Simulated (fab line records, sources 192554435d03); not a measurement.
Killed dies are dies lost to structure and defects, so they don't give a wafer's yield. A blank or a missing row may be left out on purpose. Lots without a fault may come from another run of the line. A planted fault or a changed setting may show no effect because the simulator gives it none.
One fault seen from 2 desks | flow n5_finfet | each desk has only its own numbers; what lay behind them comes last

THE DEFECT DESK
What the inspections along the route counted, lot by lot: means of the sampled wafers that have a number. A lot is out of limits, marked OUT, if its mean lies more than 4 standard deviations from the usual mean; the brackets give that distance.
Columns: A = raw_defect_count at N5_MIM_TOP_LITHO_INSPECT_12, usual 2.4
lot  | first seen here | A
L986 | day 10 18:16    | 1.7
L989 | day 11 18:48    | 1.3
L990 | day 12 10:38    | 0.7
L994 | day 14 11:33    | 2.7
L998 | day 15 03:09    | 4.7
L100 | day 15 15:02    | 2.7
L102 | day 16 07:26    | 1.0
L103 | day 16 11:39    | 1.5
L104 | day 16 23:36    | 2.5
L106 | day 17 04:03    | 3.0
L107 | day 17 16:29    | 3.3
L108 | day 17 17:23    | 1.7
This desk's finding: nothing out of limits on any of the 12 lots.

THE METROLOGY DESK
What the gauges read, lot by lot, whatever tool the lot ran on: means of the sampled wafers that have a number. A lot is out of limits, marked OUT, if its mean lies more than 4 standard deviations from the usual mean; the brackets give that distance.
Columns: A = cd_nm at N5_MIM_BOT_LITHO_CD_MEAS_08, usual 2999.6 nm
lot  | first seen here | A
L986 | day 10 19:06    | 3000.8
L989 | day 11 19:31    | 3001.5
L990 | day 12 11:26    | 3000.1
L994 | day 14 12:14    | 2997.9
L998 | day 15 04:02    | 2999.6
L100 | day 15 16:28    | 3000.1
L102 | day 16 09:10    | 3003.8
L103 | day 16 12:43    | 3002.7
L104 | day 17 01:00    | 3003.3
L106 | day 17 04:44    | 2997.9
L107 | day 17 17:22    | 2998.2
L108 | day 17 18:05    | 3000.2
This desk's finding: nothing out of limits on any of the 12 lots.

PUT TOGETHER
The defect desk saw nothing out of limits.
The metrology desk saw nothing out of limits.

WHAT THE SIMULATOR HAD PUT IN
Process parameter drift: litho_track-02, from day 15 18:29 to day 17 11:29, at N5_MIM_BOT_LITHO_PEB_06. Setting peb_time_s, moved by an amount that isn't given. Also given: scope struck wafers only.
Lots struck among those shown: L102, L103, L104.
